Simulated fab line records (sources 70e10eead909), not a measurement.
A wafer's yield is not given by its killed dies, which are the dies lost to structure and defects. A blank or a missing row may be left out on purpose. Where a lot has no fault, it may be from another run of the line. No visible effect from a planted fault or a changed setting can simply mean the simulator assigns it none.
Which tool is to blame? / flow nandHarc / 36 wafers from 12 lots sampled at 5 of the route's 1302 steps

== WHAT THE GAUGES SHOWED, per wafer ==
NHARC_P_STI_OVL_MEAS_10. Usual: overlayXNm 1 nm, standard deviation 6.7; overlayYNm -1 nm, standard deviation 4.3.
lot=L602; measured=day 3 14:31; on=overlay-01; overlayXNm (nm)=5 5 5; overlayYNm (nm)=8 7 7; flag=
lot=L604; measured=day 4 12:02; on=overlay-02; overlayXNm (nm)=-10 -9 -9; overlayYNm (nm)=-6 -6 -6; flag=
lot=L606; measured=day 5 06:20; on=overlay-02; overlayXNm (nm)=12 11 12; overlayYNm (nm)=-8 -8 -7; flag=
lot=L607; measured=day 5 16:55; on=overlay-01; overlayXNm (nm)=6 5 5; overlayYNm (nm)=-3 -3 -3; flag=
lot=L608; measured=day 6 06:07; on=overlay-02; overlayXNm (nm)=5 5 5; overlayYNm (nm)=1 1 1; flag=
lot=L610; measured=day 7 00:27; on=overlay-02; overlayXNm (nm)=7 8 8; overlayYNm (nm)=-6 -6 -6; flag=
lot=L611; measured=day 7 13:45; on=overlay-01; overlayXNm (nm)=0 0 0; overlayYNm (nm)=-1 -1 -1; flag=
lot=L613; measured=day 8 05:32; on=overlay-01; overlayXNm (nm)=8 8 7; overlayYNm (nm)=-2 -2 -2; flag=
lot=L614; measured=day 8 16:37; on=overlay-02; overlayXNm (nm)=4 3 4; overlayYNm (nm)=1 1 1; flag=
lot=L621; measured=day 11 14:20; on=overlay-02; overlayXNm (nm)=-6 -6 -6; overlayYNm (nm)=-8 -8 -8; flag=
lot=L622; measured=day 11 23:54; on=overlay-01; overlayXNm (nm)=-1 -2 -2; overlayYNm (nm)=-2 -2 -2; flag=
lot=L623; measured=day 12 12:36; on=overlay-02; overlayXNm (nm)=1 0 1; overlayYNm (nm)=6 6 6; flag=

NHARC_END_SORT_01. Usual: killedAtArray 55, standard deviation 15; killedAtOther 1.0, standard deviation 1.2; killedAtPeriphery 3.4, standard deviation 2.2; killedDies 59, standard deviation 15; killedOpen 3.2, standard deviation 2; killedShort 2.5, standard deviation 1.7.
lot=L608; measured=day 28 08:52; on=prober-01; killedAtArray=84 69 75; killedAtOther=0 0 1; killedAtPeriphery=2 1 2; killedDies=86 70 78; killedOpen=3 4 4; killedShort=4 3 2; flag=
lot=L611; measured=day 29 06:23; on=prober-02; killedAtArray=81 70 93; killedAtOther=0 1 2; killedAtPeriphery=6 5 3; killedDies=87 76 98; killedOpen=1 0 4; killedShort=3 5 2; flag=

== EACH LOT AND THE TOOL THAT RAN IT (in order: tool; ch and the chambers of the sampled wafers; start) ==
lot=L602; NHARC_P_STI_DESCUM_14=rieDiel-09 ch 0,2,3, day 3 14:41; NHARC_P_GATE_DEP_103=pecvd-02 ch 1,2, day 5 14:01; NHARC_P_GATE_ETCH_104=rieDiel-10 ch 0,3, day 5 14:59
lot=L604; NHARC_P_STI_DESCUM_14=rieDiel-09 ch 0,1,3, day 4 12:13; NHARC_P_GATE_DEP_103=pecvd-04 ch 1,2, day 6 15:39; NHARC_P_GATE_ETCH_104=rieDiel-08 ch 1,2, day 6 16:34
lot=L606; NHARC_P_STI_DESCUM_14=rieDiel-11 ch 1,2,3, day 5 06:31; NHARC_P_GATE_DEP_103=pecvd-02 ch 1,2, day 7 07:01; NHARC_P_GATE_ETCH_104=rieDiel-05 ch 0,1,2, day 7 07:59
lot=L607; NHARC_P_STI_DESCUM_14=rieDiel-09 ch 1,2, day 5 17:05; NHARC_P_GATE_DEP_103=pecvd-02 ch 0,1,2, day 8 01:54; NHARC_P_GATE_ETCH_104=rieDiel-05 ch 1,2,3, day 8 02:39
lot=L608; NHARC_P_STI_DESCUM_14=rieDiel-11 ch 0,3, day 6 06:17; NHARC_P_GATE_DEP_103=pecvd-02 ch 0,1,2, day 8 18:28; NHARC_P_GATE_ETCH_104=rieDiel-08 ch 0,3, day 8 19:20
lot=L610; NHARC_P_STI_DESCUM_14=rieDiel-02 ch 1,2,3, day 7 00:37; NHARC_P_GATE_DEP_103=pecvd-04 ch 1,2, day 9 05:29; NHARC_P_GATE_ETCH_104=rieDiel-05 ch 0,2, day 9 06:26
lot=L611; NHARC_P_STI_DESCUM_14=rieDiel-11 ch 0,1,2, day 7 13:55; NHARC_P_GATE_DEP_103=pecvd-02 ch 0,2, day 9 18:38; NHARC_P_GATE_ETCH_104=rieDiel-08 ch 0,3, day 9 19:26
lot=L613; NHARC_P_STI_DESCUM_14=rieDiel-11 ch 0,1,2, day 8 05:43; NHARC_P_GATE_DEP_103=pecvd-03 ch 0,1,2, day 10 06:27; NHARC_P_GATE_ETCH_104=rieDiel-08 ch 0,2,3, day 10 07:21
lot=L614; NHARC_P_STI_DESCUM_14=rieDiel-11 ch 1,2,3, day 8 16:47; NHARC_P_GATE_DEP_103=pecvd-03 ch 0,1,2, day 10 23:28; NHARC_P_GATE_ETCH_104=rieDiel-08 ch 0,1, day 11 00:25
lot=L621; NHARC_P_STI_DESCUM_14=rieDiel-11 ch 0,1,2, day 11 14:31; NHARC_P_GATE_DEP_103=pecvd-04 ch 0,1,2, day 13 17:17; NHARC_P_GATE_ETCH_104=rieDiel-08 ch 0,2,3, day 13 18:03
lot=L622; NHARC_P_STI_DESCUM_14=rieDiel-02 ch 0,3, day 12 00:05; NHARC_P_GATE_DEP_103=pecvd-03 ch 0,2, day 14 03:38; NHARC_P_GATE_ETCH_104=rieDiel-05 ch 0,1, day 14 04:34
lot=L623; NHARC_P_STI_DESCUM_14=rieDiel-02 ch 0,2,3, day 12 12:47; NHARC_P_GATE_DEP_103=pecvd-04 ch 1,2, day 14 19:40; NHARC_P_GATE_ETCH_104=rieDiel-10 ch 1,3, day 14 20:30
- NHARC_P_STI_DESCUM_14: chemistry O2, time 3 s.
- NHARC_P_GATE_DEP_103: deposits SiON, target thk 30 nm.
- NHARC_P_GATE_ETCH_104: etches the open film in CF4/CHF3, target depth 60 nm.

== WHAT THE TOOLS THEMSELVES READ (means of the sampled wafers that have a number; where no wafer has one, the mark that the record gives instead) ==
NHARC_P_STI_DESCUM_14. Usual: drypumpMotorCurrentA 5.7 A, standard deviation 0.48; o2FlowSccm 200.1 sccm, standard deviation 0.65; oesProductAu 1.002 a.u., standard deviation 0.0097; rfVppV 57.8 V, standard deviation 0.96; showerheadPlenumPTorr 1.93 Torr, standard deviation 0.09; throttleValvePct 11.310 %, standard deviation 0.0093.
lot=L602; tool=rieDiel-09; drypumpMotorCurrentA (A)=5.3; o2FlowSccm (sccm)=200.6; oesProductAu (a.u.)=1.005; rfVppV (V)=58.3; showerheadPlenumPTorr (Torr)=1.95; throttleValvePct (%)=11.308; flag=
lot=L604; tool=rieDiel-09; drypumpMotorCurrentA (A)=5.4; o2FlowSccm (sccm)=200.4; oesProductAu (a.u.)=1.006; rfVppV (V)=57.8; showerheadPlenumPTorr (Torr)=1.91; throttleValvePct (%)=11.307; flag=
lot=L606; tool=rieDiel-11; drypumpMotorCurrentA (A)=6.0; o2FlowSccm (sccm)=200.1; oesProductAu (a.u.)=0.999; rfVppV (V)=57.7; showerheadPlenumPTorr (Torr)=1.96; throttleValvePct (%)=11.313; flag=
lot=L607; tool=rieDiel-09; drypumpMotorCurrentA (A)=5.6; o2FlowSccm (sccm)=199.6; oesProductAu (a.u.)=1.007; rfVppV (V)=58.4; showerheadPlenumPTorr (Torr)=1.93; throttleValvePct (%)=11.313; flag=
lot=L608; tool=rieDiel-11; drypumpMotorCurrentA (A)=5.4; o2FlowSccm (sccm)=199.7; oesProductAu (a.u.)=0.999; rfVppV (V)=57.2; showerheadPlenumPTorr (Torr)=1.87; throttleValvePct (%)=11.308; flag=
lot=L610; tool=rieDiel-02; drypumpMotorCurrentA (A)=5.7; o2FlowSccm (sccm)=199.9; oesProductAu (a.u.)=0.998; rfVppV (V)=58.4; showerheadPlenumPTorr (Torr)=1.96; throttleValvePct (%)=11.311; flag=
lot=L611; tool=rieDiel-11; drypumpMotorCurrentA (A)=6.0; o2FlowSccm (sccm)=200.6; oesProductAu (a.u.)=0.990; rfVppV (V)=57.7; showerheadPlenumPTorr (Torr)=1.88; throttleValvePct (%)=11.315; flag=
lot=L613; tool=rieDiel-11; drypumpMotorCurrentA (A)=6.0; o2FlowSccm (sccm)=199.6; oesProductAu (a.u.)=0.995; rfVppV (V)=57.4; showerheadPlenumPTorr (Torr)=1.88; throttleValvePct (%)=11.309; flag=
lot=L614; tool=rieDiel-11; drypumpMotorCurrentA (A)=6.0; o2FlowSccm (sccm)=199.4; oesProductAu (a.u.)=0.994; rfVppV (V)=58.9; showerheadPlenumPTorr (Torr)=1.96; throttleValvePct (%)=11.309; flag=
lot=L621; tool=rieDiel-11; drypumpMotorCurrentA (A)=6.0; o2FlowSccm (sccm)=200.5; oesProductAu (a.u.)=1.004; rfVppV (V)=57.3; showerheadPlenumPTorr (Torr)=1.88; throttleValvePct (%)=11.300; flag=
lot=L622; tool=rieDiel-02; drypumpMotorCurrentA (A)=5.8; o2FlowSccm (sccm)=199.6; oesProductAu (a.u.)=0.995; rfVppV (V)=58.0; showerheadPlenumPTorr (Torr)=1.83; throttleValvePct (%)=11.308; flag=
lot=L623; tool=rieDiel-02; drypumpMotorCurrentA (A)=5.6; o2FlowSccm (sccm)=199.9; oesProductAu (a.u.)=1.000; rfVppV (V)=57.1; showerheadPlenumPTorr (Torr)=1.91; throttleValvePct (%)=11.314; flag=

NHARC_P_GATE_DEP_103. Usual: heaterPowerW 749 W, standard deviation 100; susceptorTempC 399.98 C, standard deviation 0.22.
lot=L602; tool=pecvd-02; heaterPowerW (W)=652; susceptorTempC (C)=400.03; flag=
lot=L604; tool=pecvd-04; heaterPowerW (W)=755; susceptorTempC (C)=400.12; flag=
lot=L606; tool=pecvd-02; heaterPowerW (W)=730; susceptorTempC (C)=400.12; flag=
lot=L607; tool=pecvd-02; heaterPowerW (W)=804; susceptorTempC (C)=400.09; flag=
lot=L608; tool=pecvd-02; heaterPowerW (W)=717; susceptorTempC (C)=399.84; flag=
lot=L610; tool=pecvd-04; heaterPowerW (W)=731; susceptorTempC (C)=400.03; flag=
lot=L611; tool=pecvd-02; heaterPowerW (W)=832; susceptorTempC (C)=399.90; flag=
lot=L613; tool=pecvd-03; heaterPowerW (W)=802; susceptorTempC (C)=400.13; flag=
lot=L614; tool=pecvd-03; heaterPowerW (W)=738; susceptorTempC (C)=399.83; flag=
lot=L621; tool=pecvd-04; heaterPowerW (W)=748; susceptorTempC (C)=400.20; flag=
lot=L622; tool=pecvd-03; heaterPowerW (W)=676; susceptorTempC (C)=399.90; flag=
lot=L623; tool=pecvd-04; heaterPowerW (W)=731; susceptorTempC (C)=399.90; flag=

NHARC_P_GATE_ETCH_104. Usual: cf4FlowSccm 100.0 sccm, standard deviation 0.31; drypumpMotorCurrentA 5.6 A, standard deviation 0.51; oesProductAu 0.954 a.u., standard deviation 0.021; rfFwdPowerW 491.8 W, standard deviation 2.3; rfVppV 371.9 V, standard deviation 2.2; showerheadPlenumPTorr 1.61 Torr, standard deviation 0.062; throttleValvePct 16.802 %, standard deviation 0.0088.
lot=L602; tool=rieDiel-10; cf4FlowSccm (sccm)=99.7; drypumpMotorCurrentA (A)=6.2; oesProductAu (a.u.)=0.962; rfFwdPowerW (W)=492.0; rfVppV (V)=371.3; showerheadPlenumPTorr (Torr)=1.60; throttleValvePct (%)=16.796; flag=
lot=L604; tool=rieDiel-08; cf4FlowSccm (sccm)=99.9; drypumpMotorCurrentA (A)=6.0; oesProductAu (a.u.)=0.967; rfFwdPowerW (W)=493.3; rfVppV (V)=371.7; showerheadPlenumPTorr (Torr)=1.61; throttleValvePct (%)=16.806; flag=
lot=L606; tool=rieDiel-05; cf4FlowSccm (sccm)=99.8; drypumpMotorCurrentA (A)=5.6; oesProductAu (a.u.)=0.929; rfFwdPowerW (W)=493.5; rfVppV (V)=373.6; showerheadPlenumPTorr (Torr)=1.65; throttleValvePct (%)=16.801; flag=
lot=L607; tool=rieDiel-05; cf4FlowSccm (sccm)=100.1; drypumpMotorCurrentA (A)=5.7; oesProductAu (a.u.)=0.964; rfFwdPowerW (W)=492.1; rfVppV (V)=373.7; showerheadPlenumPTorr (Torr)=1.67; throttleValvePct (%)=16.804; flag=
lot=L608; tool=rieDiel-08; cf4FlowSccm (sccm)=100.1; drypumpMotorCurrentA (A)=5.1; oesProductAu (a.u.)=0.968; rfFwdPowerW (W)=490.4; rfVppV (V)=369.1; showerheadPlenumPTorr (Torr)=1.55; throttleValvePct (%)=16.799; flag=
lot=L610; tool=rieDiel-05; cf4FlowSccm (sccm)=100.3; drypumpMotorCurrentA (A)=5.8; oesProductAu (a.u.)=0.925; rfFwdPowerW (W)=493.6; rfVppV (V)=372.1; showerheadPlenumPTorr (Torr)=1.62; throttleValvePct (%)=16.801; flag=
lot=L611; tool=rieDiel-08; cf4FlowSccm (sccm)=100.0; drypumpMotorCurrentA (A)=5.1; oesProductAu (a.u.)=0.967; rfFwdPowerW (W)=491.1; rfVppV (V)=369.3; showerheadPlenumPTorr (Torr)=1.55; throttleValvePct (%)=16.806; flag=
lot=L613; tool=rieDiel-08; cf4FlowSccm (sccm)=100.0; drypumpMotorCurrentA (A)=5.4; oesProductAu (a.u.)=0.884; rfFwdPowerW (W)=425.6; rfVppV (V)=371.4; showerheadPlenumPTorr (Torr)=1.59; throttleValvePct (%)=16.800; flag=OFF
lot=L614; tool=rieDiel-08; cf4FlowSccm (sccm)=100.4; drypumpMotorCurrentA (A)=5.8; oesProductAu (a.u.)=0.878; rfFwdPowerW (W)=427.1; rfVppV (V)=370.9; showerheadPlenumPTorr (Torr)=1.57; throttleValvePct (%)=16.799; flag=OFF
lot=L621; tool=rieDiel-08; cf4FlowSccm (sccm)=100.0; drypumpMotorCurrentA (A)=5.4; oesProductAu (a.u.)=0.971; rfFwdPowerW (W)=491.9; rfVppV (V)=370.3; showerheadPlenumPTorr (Torr)=1.59; throttleValvePct (%)=16.799; flag=
lot=L622; tool=rieDiel-05; cf4FlowSccm (sccm)=100.4; drypumpMotorCurrentA (A)=5.6; oesProductAu (a.u.)=0.942; rfFwdPowerW (W)=490.8; rfVppV (V)=372.0; showerheadPlenumPTorr (Torr)=1.62; throttleValvePct (%)=16.803; flag=
lot=L623; tool=rieDiel-10; cf4FlowSccm (sccm)=99.8; drypumpMotorCurrentA (A)=5.3; oesProductAu (a.u.)=0.916; rfFwdPowerW (W)=493.0; rfVppV (V)=371.6; showerheadPlenumPTorr (Torr)=1.62; throttleValvePct (%)=16.795; flag=

== THE ANSWER, worked out from the rows above alone ==
Rule: a lot counts as off when the mean over its wafers that have a number is more than 3 standard deviations away from the usual mean. Also off: a lot with no number at a reading for which 4 or more lots have one. All remaining lots with rows at the step are treated as sound. The gauges are gone through in route order, then the tools' own readings, and for those a lot's mean is taken as printed above. The first step at which some lot is off is used, and at that step the reading that is off furthest; a lot without a number counts as furthest.
Off: L613, L614 (NHARC_P_GATE_ETCH_104, rfFwdPowerW).
A tool fits if, at that step or a process step before it, it ran every lot that is off, and no sound lot after the first of them. Of those tried, none fits.

== WHAT THE SIMULATOR PUT IN ==
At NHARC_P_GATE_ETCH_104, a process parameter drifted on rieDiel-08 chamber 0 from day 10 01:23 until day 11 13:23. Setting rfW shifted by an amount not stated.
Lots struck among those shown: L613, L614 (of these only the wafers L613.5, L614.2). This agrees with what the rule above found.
